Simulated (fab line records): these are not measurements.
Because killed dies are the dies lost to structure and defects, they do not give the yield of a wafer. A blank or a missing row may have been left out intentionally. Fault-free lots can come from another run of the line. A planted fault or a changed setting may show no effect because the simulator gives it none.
Struck lot and sound lot, side by side || flow nand-harc || 18 steps out of a route of 1302
Sound: the wafers L232.3, L232.5, L232.6. Struck: wafers L239.1, L239.3, L239.5. The cause is given at the end.
Order at every step that has rows: each side's tool, ch and its chambers, its first start. Under that, the readings that differ: sound wafers || struck wafers || difference of the means || sigmas: that difference in standard deviations of wafers without a fault.
alike: a reading whose means differ by less than 2 such deviations, as well as words and numbers matching on both sides. not compared: withheld readings; readings where some wafer has no value; bounds like >300 that might hide an equal value; numbers whose values overlap and for which the record gives no deviation.
Wherever a step has rows on one side only, a row that says differs or no value, or a row with sigmas, the two part there. Numbers that don't overlap but have no deviation are shown without sigmas and don't part them. A reading that every wafer of one side lacks parts them only if that side has two wafers or more.

NHARC_P_ZERO_WELL_CD_MEAS_37: the cd target is 720 nm.
  sound on cd-sem-01 ch 0, day 5 08:05; struck on cd-sem-02 ch 0, day 8 06:14
  alike: cd-nm
then, 1 step without rows for these wafers: NHARC_P_ZERO_WELL_HARDBAKE_38 (time 80 s).
NHARC_P_ZERO_WELL_DESCUM_39: chemistry O2, time 3 s.
  sound on rie-diel-07 ch 0,3, day 5 08:14; struck on rie-diel-10 ch 0,1,3, day 8 06:24
  alike: drypump-motor-current-A, oes-product-au, rf-vpp-V, showerhead-plenum-p-Torr, throttle-valve-pct
  not compared: rf-hours-counter-h
then, 9 steps without rows for these wafers: NHARC_P_ZERO_WELL_IMPLANT_40; NHARC_P_ZERO_WELL_IMPLANT_59; NHARC_P_ZERO_WELL_IMPLANT_60; NHARC_P_ZERO_WELL_STRIP_41 (strips in SPM, time 840 s); NHARC_P_ZERO_WELL_DEHYDRATE_44 (time 120 s); NHARC_P_ZERO_WELL_HMDS_45 (time 30 s); NHARC_P_ZERO_WELL_COAT_46; NHARC_P_ZERO_WELL_SOFTBAKE_47 (time 95 s); NHARC_P_ZERO_WELL_EBR_48.
NHARC_P_ZERO_WELL_EXPOSE_49: exposes mask P HVPW, target cd 2000 nm.
  sound on krf-scanner-03 ch 0, day 5 09:28; struck on krf-scanner-04 ch 0, day 8 07:35
{"reading": "mask", "sound": "P_HVPW#0 P_HVPW#0 P_HVPW#0", "struck": "P_NWELL#0 P_NWELL#0 P_NWELL#0", "difference": "differs", "sigmas": ""}
then, 2 steps without rows for these wafers: NHARC_P_ZERO_WELL_PEB_50 (peb time 85 s); NHARC_P_ZERO_WELL_DEVELOP_51 (time 70 s).
NHARC_P_ZERO_WELL_CD_MEAS_52: the cd target is 2000 nm.
  sound on cd-sem-01 ch 0, day 5 09:37; struck on cd-sem-03 ch 0, day 8 07:45
{"reading": "cd-nm (nm)", "sound": "1998.5 1998.4 2002.3", "struck": "- - -", "difference": "no value on the struck wafers", "sigmas": ""}
then, 1 step without rows for these wafers: NHARC_P_ZERO_WELL_HARDBAKE_53 (time 80 s).
-- break in the record here, with 22 days between the starts of the struck wafers on either side (left off in module P_ZERO_WELL, picked up again in module END, where the first step shown is number 1302 on the route) --
NHARC_END_SORT_01:
  at this point the record logs the struck wafers (prober-02 ch 0, day 30 08:52) and has no rows for the sound ones

== WHERE THEY PART ==
Earliest at NHARC_P_ZERO_WELL_EXPOSE_49; latest, in this record, at NHARC_END_SORT_01.

WHY: what the simulator had put in
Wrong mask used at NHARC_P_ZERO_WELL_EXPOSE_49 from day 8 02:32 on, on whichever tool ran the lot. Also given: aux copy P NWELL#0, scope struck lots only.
